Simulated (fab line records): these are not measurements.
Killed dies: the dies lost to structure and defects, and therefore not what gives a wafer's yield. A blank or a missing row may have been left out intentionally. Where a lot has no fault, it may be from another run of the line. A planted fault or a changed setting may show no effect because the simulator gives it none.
What tool caused it? ; flow n5 finfet ; Sampling: 10 lots, 30 wafers, 5 of 1938 route steps

## WHAT THE GAUGES READ, wafer by wafer
The record holds no reading of a measuring or inspecting step that can be judged against a usual standard deviation.

## EACH LOT AND THE TOOL THAT RAN IT (in order: tool; ch and the chambers of the sampled wafers; start)
lot;N5_BEOL_M15_STRIP_36;N5_BEOL_M15_STRIP_62;N5_BEOL_M15_STRIP_37;N5_BEOL_M15_SPUTTER_44;N5_PASSIVATION_PROBE_49
L180;rie diel-03 ch 0,1,2, day 11 13:29;rie diel-03 ch 0,1,2, day 11 13:31;rie diel-03 ch 0,1,2, day 11 14:03 or earlier;pvd sputter-01, day 11 14:03;prober-02, day 12 03:47
L182;rie diel-04 ch 1,2, day 11 17:43;rie diel-04 ch 1,2, day 11 17:46;rie diel-04 ch 1,2, day 11 20:25 or earlier;pvd sputter-02, day 11 20:25;prober-02, day 12 11:28
L188;rie diel-04 ch 0,2, day 13 23:40;rie diel-04 ch 0,2, day 13 23:43;rie diel-04 ch 0,2, day 14 00:20 or earlier;pvd sputter-03, day 14 00:20;prober-02, day 14 17:39
L193;rie diel-03 ch 1,2,3, day 14 03:11;rie diel-03 ch 1,2,3, day 14 03:13;rie diel-03 ch 1,2,3, day 14 03:47 or earlier;pvd sputter-03, day 14 03:47;prober-02, day 14 18:11
L187;rie diel-04 ch 0,3, day 14 03:11;rie diel-04 ch 0,3, day 14 03:14;rie diel-04 ch 0,3, day 14 03:48 or earlier;pvd sputter-01, day 14 03:48;prober-01, day 15 00:30
L196;rie diel-04 ch 0,1,2, day 15 09:10;rie diel-04 ch 0,1,2, day 15 09:12;rie diel-04 ch 0,1,2, day 15 10:01 or earlier;pvd sputter-01, day 15 10:01;prober-02, day 16 03:41
L195;rie diel-04 ch 0,2,3, day 15 16:10;rie diel-04 ch 0,2,3, day 15 16:13;rie diel-04 ch 0,2,3, day 15 17:00 or earlier;pvd sputter-01, day 15 17:00;prober-02, day 16 08:29
L197;rie diel-03 ch 0,1,2, day 16 04:44;rie diel-03 ch 0,1,2, day 16 04:47;rie diel-03 ch 0,1,2, day 16 05:26 or earlier;pvd sputter-01, day 16 05:26;prober-01, day 16 22:42
L203;rie diel-01 ch 1,2,3, day 17 04:14;rie diel-01 ch 1,2,3, day 17 04:17;rie diel-01 ch 1,2,3, day 17 05:05 or earlier;pvd sputter-03, day 17 05:05;prober-01, day 17 19:24
L202;rie diel-03 ch 0,2,3, day 17 19:23;rie diel-03 ch 0,2,3, day 17 19:26;rie diel-03 ch 0,2,3, day 17 20:23 or earlier;pvd sputter-03, day 17 20:23;prober-01, day 18 15:29
- N5_BEOL_M15_STRIP_36: strips in O2.
- N5_BEOL_M15_STRIP_62: strips in O2.
- N5_BEOL_M15_STRIP_37: strips in O2.
- N5_BEOL_M15_SPUTTER_44: material Ta, target thk 15 nm, time 24.19 s.
- N5_PASSIVATION_PROBE_49

## WHAT THE TOOLS THEMSELVES READ (means of the sampled wafers that have a number; where no wafer has one, the mark that the record gives instead)
N5_BEOL_M15_STRIP_36.
lot;tool;chamber pressure mTorr (mTorr);drypump motor current A (A);oes product au (a.u.);rf vpp V (V);showerhead plenum p Torr (Torr);throttle valve pct (%)
L180;rie diel-03;30.00;5.5;0.85;3.7;2.19;16.70
L182;rie diel-04;29.97;5.8;0.71;5.1;2.12;16.80
L188;rie diel-04;30.00;5.8;0.91;3.1;2.14;16.49
L193;rie diel-03;30.04;5.3;0.79;4.7;2.12;16.85
L187;rie diel-04;29.95;6.3;0.76;3.7;2.03;16.71
L196;rie diel-04;30.02;5.8;0.86;3.9;2.10;16.49
L195;rie diel-04;30.02;6.0;0.92;4.6;2.17;16.47
L197;rie diel-03;29.97;5.5;0.81;3.6;2.18;16.77
L203;rie diel-01;30.03;5.6;0.82;3.9;2.12;16.51
L202;rie diel-03;30.00;5.1;0.80;3.0;2.14;16.87

N5_BEOL_M15_STRIP_62.
lot;tool;chamber pressure mTorr (mTorr);drypump motor current A (A);oes product au (a.u.);rf vpp V (V);showerhead plenum p Torr (Torr);throttle valve pct (%)
L180;rie diel-03;30.011;5.5;0.86;4.0;2.19;16.71
L182;rie diel-04;30.000;5.8;0.72;3.7;2.12;16.80
L188;rie diel-04;-;-;-;-;-;-
L193;rie diel-03;-;-;-;-;-;-
L187;rie diel-04;30.017;6.3;0.76;4.0;2.03;16.72
L196;rie diel-04;29.976;5.7;0.85;3.2;2.10;16.48
L195;rie diel-04;30.016;6.0;0.92;3.4;2.17;16.47
L197;rie diel-03;29.995;5.5;0.81;3.3;2.18;16.76
L203;rie diel-01;29.974;5.6;0.81;3.9;2.12;16.50
L202;rie diel-03;29.996;5.1;0.79;3.3;2.14;16.87

N5_BEOL_M15_STRIP_37.
lot;tool;chamber pressure mTorr (mTorr);drypump motor current A (A);oes product au (a.u.);rf vpp V (V);showerhead plenum p Torr (Torr);throttle valve pct (%)
L180;rie diel-03;30.00;5.5;0.86;3.7;2.19;16.71
L182;rie diel-04;29.96;5.8;0.72;4.0;2.12;16.80
L188;rie diel-04;30.00;5.8;0.92;3.2;2.14;16.47
L193;rie diel-03;29.98;5.3;0.80;3.0;2.12;16.83
L187;rie diel-04;29.98;6.3;0.75;3.5;2.03;16.71
L196;rie diel-04;29.98;5.8;0.86;3.3;2.10;16.49
L195;rie diel-04;30.00;6.0;0.92;3.6;2.17;16.48
L197;rie diel-03;29.99;5.5;0.81;3.9;2.18;16.76
L203;rie diel-01;30.03;5.6;0.81;3.4;2.12;16.51
L202;rie diel-03;29.99;5.1;0.79;3.7;2.14;16.87

N5_BEOL_M15_SPUTTER_44.
lot;tool;throttle valve pct (%)
L180;pvd sputter-01;29.7
L182;pvd sputter-02;29.3
L188;pvd sputter-03;30.0
L193;pvd sputter-03;31.3
L187;pvd sputter-01;29.6
L196;pvd sputter-01;29.4
L195;pvd sputter-01;29.7
L197;pvd sputter-01;29.5
L203;pvd sputter-03;30.0
L202;pvd sputter-03;31.0

N5_PASSIVATION_PROBE_49.
lot;tool;defect limited yield (%);killed_at_M0_to_M3;killed_at_M4_up;killed at contacts;killed at front end;killed at other;killed dies;killed open;killed short;sort_bin_5_function (%);sort_bin_6_memory (%);sort n pass;sort yield pct (%)
L180;prober-02;91.2;34;12;16;38;4;104;69;33;5.2;3.4;1076;91.2
L182;prober-02;92.2;33;12;9;32;7;92;61;30;4.9;2.7;1088;92.2
L188;prober-02;88.4;32;11;19;72;3;137;94;41;7.0;4.3;1043;88.4
L193;prober-02;88.4;47;14;6;64;6;137;90;45;6.1;5.0;1043;88.4
L187;prober-01;89.9;42;13;14;48;2;118;75;44;6.1;3.7;1062;89.9
L196;prober-02;91.2;30;10;12;47;4;104;74;28;5.2;3.3;1076;91.2
L195;prober-02;91.6;26;17;13;42;1;100;65;33;5.1;3.0;1080;91.6
L197;prober-01;91.2;32;16;7;45;3;104;62;40;5.3;3.1;1076;91.2
L203;prober-01;91.6;35;15;12;30;7;99;63;33;5.2;2.9;1081;91.6
L202;prober-01;91.3;41;9;14;35;4;103;70;33;5.2;3.3;1077;91.3

## THE ANSWER, worked out from the rows above alone
Rule: the usual values come from the lots themselves. The widest of any qualifying gaps counts: lots, ordered by their means at a reading, are off when they make up no more than a third of the lots, leave a main group of 4 or more, and stand apart from it by 3 or more times the standard deviation of that group's means. A main group is skipped when, at the precision printed for the reading in the tables above, its means are all equal. A lot without any number at a reading at which 4 lots or more have one is off too. All remaining lots with rows at the step are treated as sound. The gauges are gone through in route order, then the tools' own readings, and for those a lot's mean is taken as printed above. At the first step where some lot is off, the reading lying furthest off is the one used; lots without a number count as furthest.
Off: L188, L193, at N5_BEOL_M15_STRIP_62 (chamber pressure mTorr). Without a number there: L188, L193. The main group: mean 29.998 mTorr, standard deviation 0.016.
If a tool, at that step or one of the process steps before it, ran each lot that is off and ran no sound lot following the first of them, it fits. None of those tried fits.

## WHAT THE SIMULATOR HAD INSERTED
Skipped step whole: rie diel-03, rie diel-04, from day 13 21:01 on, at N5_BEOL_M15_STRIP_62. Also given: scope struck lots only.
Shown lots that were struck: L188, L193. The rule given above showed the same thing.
